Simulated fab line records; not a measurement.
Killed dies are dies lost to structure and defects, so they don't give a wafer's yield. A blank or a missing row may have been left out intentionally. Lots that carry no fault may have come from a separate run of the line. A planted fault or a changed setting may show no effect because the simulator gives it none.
Split-lot study ; flow n5 finfet ; 21 wafers read across 7 lots, on a route 1938 steps long

## SPLIT DETAILS
At N5_BEOL_M6_ETCH_62 (etches SOC in N2/H2, target depth 110 nm, overetch 22 nm, time 165 s), the setting time s was moved away from the recipe's 165 s on 5 of the 21 wafers read, by -21.0% to -17.5%. All remaining wafers had this setting at the recipe value.

The split's own step is where the reading is taken.

## THE READING
SiARC_of_BEOL_M6_COAT_60.thk nm (the simulator's own value, which no gauge read), in nm, at N5_BEOL_M6_ETCH_62 (etches SOC in N2/H2, target depth 110 nm, overetch 22 nm, time 165 s). There is no usual value for it anywhere in the file. Across the 16 wafers here that went through the recipe, the average is 28.4 nm and the standard deviation 0.27 nm.

wafer;tool, chamber at the split;time s as run, s;against the recipe;SiARC_of_BEOL_M6_COAT_60.thk nm, nm;against lot-mates on the recipe
L075.1;rie diel-06, 1,2;165;recipe;28.2;-
L075.5;rie diel-06, 1,2;165;recipe;28.2;-
L075.2;rie diel-06, 0;165;recipe;28;-
L080.1;rie diel-02, 1,2;131;-20.6%;29.8;+1.6
L080.4;rie diel-02, 1,2;131;-20.6%;29.8;+1.6
L080.3;rie diel-02, 0;165;recipe;28.2;-
L086.2;rie diel-05, 3;165;recipe;28.8;-
L086.3;rie diel-05, 2;130.3;-21.0%;29.6;+1.1
L086.4;rie diel-05, 1;165;recipe;28.2;-
L087.1;rie diel-02, 1;165;recipe;28.4;-
L087.5;rie diel-02, 1;165;recipe;28.4;-
L087.3;rie diel-02, 1;165;recipe;28.2;-
L093.1;rie diel-06, 1,2;165;recipe;28.2;-
L093.4;rie diel-06, 1,2;165;recipe;28.2;-
L093.6;rie diel-06, 3;134.4;-18.5%;29.8;+1.6
L095.1;rie diel-02, 2;165;recipe;28.4;-
L095.4;rie diel-02, 1;165;recipe;28.2;-
L095.6;rie diel-02, 1;136.2;-17.5%;29.6;+1.3
L097.1;rie diel-05, 0;165;recipe;28.6;-
L097.4;rie diel-05, 3;165;recipe;29;-
L097.5;rie diel-05, 3;165;recipe;28.8;-
The file does not say which wafer passed through which chamber wherever a row lists several chambers: such a row stands for several wafers.

THE FIT
A straight line over all 21 wafers: SiARC_of_BEOL_M6_COAT_60.thk nm changes by -0.0681 nm for each +1% of time s; r = -0.92; the points scatter about the line by 0.26 nm.
The same after taking each lot's own level away (the mean of its wafers on the recipe; 21 wafers): -0.0728 nm for each +1%; r = -0.96; scatter 0.18 nm.
On that fit, the largest move of time s shifts the reading by 1.5 nm.
The span of the lots' own levels, 28.13 to 28.80 nm, comes to 2.4 times the standard deviation stated above.
The two slopes agree, so the slope changes little with the lot-to-lot level.
Check: +1.66 nm against its lot-mates is what the line predicts for one of the wafers moved furthest among these (-21.0%) when that wafer is left out of the fit. Against them it came out at +1.1 nm.

## OTHER SPLITS APPLIED TO THESE WAFERS
Before the reading, these wafers also passed through other splits. Each is held against what the fit with the lots' levels taken away leaves over:
other split on the same wafers;wafers away from the commonest value;r with SiARC_of_BEOL_M6_COAT_60.thk nm (lot level and that fit taken away)
N5_BEOL_M4_DESCUM_16 time s;7;-0.18
N5_BEOL_M4_ETCH_64 time s;9;+0.07
N5_BEOL_M5_HM_DEP_02 target thk a;8;+0.05
N5_BEOL_M5_COAT_60 spin rpm;5;-0.17

## FILE'S OWN FIT
SiARC_of_BEOL_M6_COAT_60.thk nm changes by -0.0716 nm for each +1% of time s, r = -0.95.
